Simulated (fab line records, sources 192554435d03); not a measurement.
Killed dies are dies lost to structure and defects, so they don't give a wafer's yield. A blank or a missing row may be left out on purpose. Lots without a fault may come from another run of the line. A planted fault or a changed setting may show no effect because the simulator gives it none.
Chamber matching | flow n5_finfet | N5_BEOL_M0_SAQP_MANDREL_ETCH_20 on rie_si-03: 4 sister chambers
The step etches a-Si in HBr/Cl2, stops on SiNx, target depth 60 nm, bt time 10 s, time 30 s. 8 wafers are shown with their chamber, then 12 later ones without.

WAFERS WITH THEIR CHAMBER
wafer  | chamber | throttle_valve_pct (%) | oes_product_au (a.u.)
L079.5 | 1       | 35.13                  | 0.780
L082.5 | 3       | 35.57                  | 0.782
L084.1 | 3       | 35.58                  | 0.769
L086.3 | 2       | 35.04                  | 0.770
L086.5 | 0       | 35.60                  | 0.765
L088.2 | 2       | 35.03                  | 0.770
L088.3 | 1       | 35.16                  | 0.773
L088.5 | 0       | 35.62                  | 0.757

WAFERS WITHOUT THEIR CHAMBER
wafer  | throttle_valve_pct (%) | oes_product_au (a.u.)
L089.1 | 35.05                  | 0.771
L089.2 | 35.14                  | 0.780
L089.4 | 35.54                  | 0.787
L093.1 | 35.62                  | 0.750
L093.4 | 35.56                  | 0.777
L093.6 | 35.01                  | 0.771
L095.1 | 35.15                  | 0.781
L095.2 | 35.56                  | 0.779
L095.3 | 35.62                  | 0.762
L097.1 | 35.03                  | 0.773
L097.3 | 35.60                  | 0.763
L097.6 | 35.02                  | 0.776

WHICH CHAMBER EACH WENT THROUGH
wafer  | from the rows above     | in truth
L089.1 | 2                       | 2
L089.2 | 1                       | 1
L089.4 | 3                       | 3
L093.1 | 0                       | 0
L093.4 | 3                       | 3
L093.6 | 2                       | 2
L095.1 | 1                       | 1
L095.2 | 3                       | 3
L095.3 | 0                       | 0
L097.1 | 2                       | 2
L097.3 | can't be placed: 0 or 3 | 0
L097.6 | 2                       | 2
Placed correctly: 11 of 12. Can't be placed from these rows: 1 (the true chamber is among the candidates in 1). Placed wrongly: 0.
How it was worked out, from the rows above alone: a wafer's distance from a chamber is the root of the sum, over the readings, of the square of ((its reading less the chamber's mean) divided by the reading's scatter). The wafer belongs to the nearest chamber; if the next one is less than 2 further off, it can't be placed. A chamber's mean is the mean of its shown wafers. The scatter: the root of (the sum of the squares of (reading less its chamber's mean) over the shown wafers, divided by (wafers less chambers)).
